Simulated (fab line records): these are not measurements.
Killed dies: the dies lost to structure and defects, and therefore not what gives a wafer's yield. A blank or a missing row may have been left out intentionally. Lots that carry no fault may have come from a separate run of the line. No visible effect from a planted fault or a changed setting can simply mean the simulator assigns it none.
fab line records	flow nandHarc
record lots=12	wafers=36	lastDay=33
route steps=1302 shown A_CONTACT@1008
lots untouched by any fault: they come from a run of this same line in which no faults occurred
startH: the number of hours between the record's first day and the start of the first shown wafer of the lot	waitH: how many hours have passed since the lot's step before this one	" identical to the entry in the row above	L1.1+2: a row that stands for several wafers	- no value, or no start was given	* or withheld: withheld	< > ~ a bound
route shown NAME@n: a module of which the file shows steps, and the number in the route of the first	usual: average and standard deviation across the fault-free wafers	same: alike in all rows	chamber/n: place in a boat	sites: the reading at each site	_std_site: standard deviation of those values	_edge_site: mean of outer sites minus mean of inner sites	radiusMm: for every site, how far away it sits from the centre of the wafer	mask NAME#n: copy n	behind: the tool/chamber that last shaped the wafer	hold: cause of the lot's hold/its duration in hours/its outcome	device: which transistor (n, p or np) failed to switch	end of line: the tests these same wafers got at the end of their route	for a step that has no rows: nothing shown but its recipe	killed: the dies lost at the first sort to structure and to defects; this is not the yield of the wafer	map: per-die view of a wafer (x killed, . not killed, _ where there is no die)
set.NAME: the setting as run; set.NAME@STEP: as run at that earlier step	model.NAME: the simulator's own value behind a step, which no gauge read
a sample of lots followed through the steps of the route, with each step as a table and each wafer as a row
services: when a tool's chamber went out of use (startH, in hours from the record's first day, below 0 if earlier), for how many hours, and the reason
## steps
# step NHARC_A_CONTACT_ETCH_114
# recipe sourceW=withheld	pressureMtorr=20	biasV=3000	timeS=190	targetDepthA=18500	arFlowSccm=withheld	c4f8FlowSccm=withheld	o2FlowSccm=withheld	chemistry=C4F8/O2/Ar
# usual chamberPressureMTorr=19.998/0.02
lot.wafer	tool	chamber	startH	waitH	chamberPressureMTorr	rfHoursCounterH
L829.4	harCapEtch-02	1	507.36	0.1	20.006	-
L829.3	"	0	"	"	20.002	-
L829.5	"	1	"	"	20.005	-
L830.3	harCapEtch-01	1	516.43	0.1	20.010	-
L830.6	"	0	"	"	19.994	-
L830.5	"	1	"	"	19.981	-
L839.1	harCapEtch-03	1	596.18	0.1	20.001	62
L839.4	"	1	"	"	20.010	-
L839.3	"	0	"	"	20.015	-
L838.2	harCapEtch-03	1	600.34	0.1	19.978	64
L838.3	"	1	"	"	19.970	-
L838.5	"	1	"	"	19.985	-
L840.1	harCapEtch-02	1	615.43	0.1	20.008	110
L840.4	"	1	"	"	20.000	-
L840.3	"	0	"	"	19.998	-
L843.2	harCapEtch-02	0	637.07	0.1	20.008	114
L843.3	"	0	"	"	19.977	-
L843.6	"	1	"	"	20.016	-
L845.1	harCapEtch-01	0	677.13	0.1	19.961	28
L845.3	"	0	"	"	19.976	-
L845.6	"	0	"	"	19.985	-
L847.1	harCapEtch-03	1	688.50	0.1	20.010	76
L847.4	"	0	"	"	20.001	-
L847.5	"	1	"	"	19.989	-
L846.2	harCapEtch-02	1	689.66	0.1	20.022	122
L846.1	"	0	"	"	19.984	122
L846.3	"	1	"	"	20.014	-
L849.1	harCapEtch-03	1	702.88	0.1	20.007	80
L849.3	"	1	"	"	19.993	-
L849.5	"	1	"	"	19.996	-
L850.4	harCapEtch-01	1	707.23	0.1	19.996	-
L850.3	"	0	"	"	20.023	-
L850.5	"	0	"	"	19.999	-
L851.1	harCapEtch-02	1	726.65	0.1	20.014	131
L851.4	"	0	"	"	20.005	-
L851.5	"	0	"	"	20.024	-
# step NHARC_A_CONTACT_ETCH_115
# recipe sourceW=withheld	pressureMtorr=20	biasV=3000	timeS=190	targetDepthA=18500	arFlowSccm=withheld	c4f8FlowSccm=withheld	o2FlowSccm=withheld	chemistry=C4F8/O2/Ar
# usual chamberPressureMTorr=20.000/0.017
lot.wafer	tool	chamber	startH	waitH	chamberPressureMTorr	rfHoursCounterH
L829.4	harCapEtch-02	1	507.53	0.1	19.983	-
L829.3	"	0	"	"	19.988	-
L829.5	"	1	"	"	20.003	-
L830.3	harCapEtch-01	1	516.60	0.1	19.988	-
L830.6	"	0	"	"	20.000	-
L830.5	"	1	"	"	20.004	-
L839.1	harCapEtch-03	1	596.35	0.1	19.987	62
L839.4	"	1	"	"	19.998	-
L839.3	"	0	"	"	20.033	-
L838.2	harCapEtch-03	1	600.51	0.1	19.979	65
L838.3	"	1	"	"	20.043	-
L838.5	"	1	"	"	20.025	-
L840.1	harCapEtch-02	1	615.60	0.1	19.999	110
L840.4	"	1	"	"	19.987	-
L840.3	"	0	"	"	19.998	-
L843.2	harCapEtch-02	0	637.24	0.1	20.011	114
L843.3	"	0	"	"	20.001	-
L843.6	"	1	"	"	19.991	-
L845.1	harCapEtch-01	0	677.30	0.1	20.029	28
L845.3	"	0	"	"	20.000	-
L845.6	"	0	"	"	19.988	-
L847.1	harCapEtch-03	1	688.67	0.1	19.989	76
L847.4	"	0	"	"	20.003	-
L847.5	"	1	"	"	19.985	-
L846.2	harCapEtch-02	1	689.82	0.1	20.018	122
L846.1	"	0	"	"	19.986	122
L846.3	"	1	"	"	20.009	-
L849.1	harCapEtch-03	1	703.05	0.1	20.026	80
L849.3	"	1	"	"	19.991	-
L849.5	"	1	"	"	20.001	-
L850.4	harCapEtch-01	1	707.41	0.1	19.996	-
L850.3	"	0	"	"	19.974	-
L850.5	"	0	"	"	19.968	-
L851.1	harCapEtch-02	1	726.82	0.1	19.998	131
L851.4	"	0	"	"	19.988	-
L851.5	"	0	"	"	19.985	-
# step NHARC_A_CONTACT_ETCH_102
# recipe targetDepthA=1000	overetchA=100	timeS=55	ionEnergyEv=100	cf4FlowSccm=80	o2FlowSccm=20	arFlowSccm=0	rfW=300	biasW=100	chemistry=CF4/O2
# usual chamberPressureMTorr=29.997/0.028	drypumpMotorCurrentA=5.6/0.38	oesProductAu=0.998/0.007	rfVppV=197.7/1.1	showerheadPlenumPTorr=1.32/0.041	throttleValvePct=13.398/0.0092
lot.wafer	tool	chamber	startH	waitH	chamberPressureMTorr	drypumpMotorCurrentA	oesProductAu	rfHoursCounterH	rfVppV	showerheadPlenumPTorr	throttleValvePct
L829.4	rieDiel-13	1	510.33	0.1	29.993	5.4	1.003	25	197.0	1.30	13.396
L829.3	"	2	"	"	29.949	6.0	1.005	22	199.9	1.38	13.400
L829.5	"	1	"	"	29.948	5.4	1.008	-	197.5	1.30	13.395
L830.3	rieDiel-09	1	519.38	0.1	29.977	5.5	1.005	2	196.4	1.33	13.406
L830.6	"	1	"	"	30.013	5.5	0.997	-	198.6	1.33	13.398
L830.5	"	2	"	"	29.992	5.8	0.995	-	196.4	1.26	13.395
L839.1	rieDiel-13	0	599.44	0.1	29.969	5.7	0.991	14	198.0	1.31	13.389
L839.3	"	2	"	"	30.009	6.0	0.989	13	198.9	1.37	13.393
L839.4	"	3	"	"	30.007	5.4	1.009	13	197.9	1.33	13.372
L838.3	rieDiel-13	2	603.37	0.1	30.004	6.0	1.001	13	200.1	1.37	13.420
L838.2	"	0	"	"	30.015	5.7	0.998	14	198.6	1.31	13.401
L838.5	"	1	"	"	29.994	5.4	1.000	-	199.8	1.30	13.390
L840.3	rieDiel-05	2	618.47	0.1	29.997	4.7	0.986	4	197.8	1.32	13.397
L840.4	"	3	"	"	30.011	6.3	0.996	5	199.0	1.39	13.404
L840.1	"	0	"	"	30.026	5.8	0.990	6	195.6	1.24	13.408
L843.3	rieDiel-13	1	640.63	0.1	30.003	5.4	1.003	23	198.3	1.29	13.399
L843.2	"	3	"	"	29.958	5.3	0.996	20	198.4	1.33	13.397
L843.6	"	1	"	"	30.032	5.4	1.003	-	197.6	1.29	13.397
L845.3	rieDiel-05	0	680.18	0.1	30.015	5.8	1.000	29	196.4	1.24	13.400
L845.1	"	1	"	"	30.039	5.3	1.001	29	198.0	1.36	13.413
L845.6	"	2	"	"	29.970	4.7	0.999	-	196.9	1.31	13.395
L847.1	rieDiel-09	0	691.49	0.1	30.054	6.1	0.980	1	197.1	1.33	13.408
L847.4	"	2	"	"	30.004	5.8	1.006	0	196.6	1.25	13.378
L847.5	"	3	"	"	30.000	5.5	0.984	-	198.2	1.32	13.393
L846.2	rieDiel-05	0	692.73	0.1	29.966	5.8	0.986	34	196.4	1.23	13.413
L846.3	"	1	"	"	29.913	5.3	0.993	33	199.3	1.36	13.404
L846.1	"	2	"	"	30.004	4.7	0.990	32	196.9	1.31	13.397
L849.1	rieDiel-05	0	706.07	0.1	30.031	5.8	0.994	38	195.8	1.23	13.401
L849.3	"	1	"	"	29.997	5.3	0.997	37	197.3	1.36	13.396
L849.5	"	3	"	"	29.953	6.3	1.003	-	198.9	1.39	13.381
L850.3	rieDiel-09	3	712.09	0.0	30.036	5.5	0.994	7	196.5	1.31	13.391
L850.4	"	2	"	"	30.019	5.8	1.016	9	196.0	1.24	13.389
L850.5	"	3	"	"	30.048	5.5	0.999	-	198.2	1.31	13.399
L851.4	rieDiel-13	3	729.65	0.1	30.034	5.4	1.002	4	196.4	1.33	13.397
L851.1	"	2	"	"	29.977	6.0	0.989	3	198.2	1.37	13.401
L851.5	"	3	"	"	29.956	5.3	0.996	-	197.6	1.33	13.408
# step NHARC_A_CONTACT_DEP_58
# recipe targetThkA=900	targetThkNm=90	tempC=400	pressureTorr=3.5	flowSccm=200	rfW=350	material=SiON
# usual chamberPressureTorr=3.500/0.0078	heaterPowerW=714/82	rfFwdPowerW=348.0/1.1
lot.wafer	tool	chamber	startH	waitH	chamberPressureTorr	heaterPowerW	rfFwdPowerW
L829.3	pecvd-04	0	517.64	1.7	3.487	759	348.2
L829.5	"	2	"	"	3.502	727	346.3
L829.4	"	1	"	"	3.496	701	347.9
L830.3	pecvd-02	1	523.31	1.6	3.497	689	348.2
L830.5	"	1	"	"	3.501	704	347.0
L830.6	"	2	"	"	3.505	701	348.6
L839.1	pecvd-02	1	603.28	2.7	3.506	577	403.9
L839.3	"	0	"	"	3.490	747	406.0
L839.4	"	1	"	"	3.488	597	404.3
L838.2	pecvd-02	0	607.26	2.2	3.508	729	403.3
L838.3	"	1	"	"	3.499	594	403.3
L838.5	"	2	"	"	3.506	729	403.0
L840.1	pecvd-04	2	622.48	2.8	3.499	792	350.2
L840.3	"	0	"	"	3.494	665	346.9
L840.4	"	1	"	"	3.491	701	348.7
L843.3	pecvd-03	1	645.50	1.6	3.506	534	349.4
L843.2	"	2	"	"	3.500	593	350.3
L843.6	"	2	"	"	3.495	599	348.8
L845.1	pecvd-02	1	688.90	2.7	3.507	657	347.3
L845.3	"	2	"	"	3.501	730	348.0
L845.6	"	1	"	"	3.506	669	348.4
L847.1	pecvd-04	1	695.40	2.7	3.496	752	346.3
L847.4	"	1	"	"	3.500	769	348.4
L847.5	"	2	"	"	3.492	627	347.2
L846.3	pecvd-04	0	698.11	1.6	3.483	846	346.9
L846.2	"	1	"	"	3.511	689	349.6
L846.1	"	2	"	"	3.503	678	350.1
L849.1	pecvd-04	0	710.02	2.7	3.494	724	348.3
L849.3	"	1	"	"	3.508	742	349.0
L849.5	"	1	"	"	3.500	747	349.0
L850.3	pecvd-02	1	716.01	1.6	3.504	682	346.9
L850.5	"	1	"	"	3.508	695	347.6
L850.4	"	2	"	"	3.501	732	347.1
L851.1	pecvd-04	1	735.74	2.8	3.503	793	348.3
L851.5	"	0	"	"	3.503	838	346.7
L851.4	"	1	"	"	3.497	814	346.8
## services
tool	chamber	startH	hours	kind
harCapEtch-01	-	497.00	17.0	pm
harCapEtch-01	0	497.00	17.0	ventCycle
rieDiel-09	-	497.19	9.0	pm
pecvd-02	1	514.53	3.2	repair
harCapEtch-02	-	516.00	0.9	repair
rieDiel-13	-	526.35	9.0	pm
rieDiel-09	3	560.62	8.5	repair
rieDiel-13	3	562.61	3.0	repair
pecvd-02	-	564.00	3.3	repair
pecvd-03	-	565.96	13.0	pm
rieDiel-09	1	566.46	6.7	repair
rieDiel-13	2	569.99	3.3	repair
rieDiel-05	-	587.88	9.0	pm
pecvd-02	-	589.38	13.0	pm
pecvd-02	-	627.41	1.7	repair
rieDiel-09	2	631.50	4.8	repair
pecvd-04	-	631.51	13.0	pm
pecvd-02	-	645.17	0.7	repair
rieDiel-09	-	674.19	9.0	pm
rieDiel-05	2	693.72	16.0	repair
rieDiel-13	-	703.35	9.0	pm
pecvd-03	1	714.95	2.0	repair
pecvd-03	2	719.15	2.3	repair
harCapEtch-03	-	725.51	1.7	repair
## key
firstSign step=NHARC_A_CONTACT_DEP_58	reading=rfFwdPowerW	direction=up	sigmas=51	usual=*	struck=*
effect none on later readings
metAt NHARC_A_CONTACT_DEP_58
struckLots L838,L839
testerLeftOut L838,L839
notActingAt NHARC_A_CONTACT_ETCH_114,NHARC_A_CONTACT_ETCH_115,NHARC_A_CONTACT_ETCH_102
onsetBetween 523.31 603.28
fault kind=processParameterDrift	tool=pecvd-02	chamber=-	onsetH=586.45	steps=NHARC_A_CONTACT_DEP_58	channel=rfW	offset=*	shape=step	endH=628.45	actsIn=*	stated=*
# testerLeftOut: of these lots the tester's yield and bins aren't shown, on N5 and GAA mostly nor the transistor test; their killed dies are dies lost to structure and defects alone, not to doping, threshold or leakage, so they don't give the yield
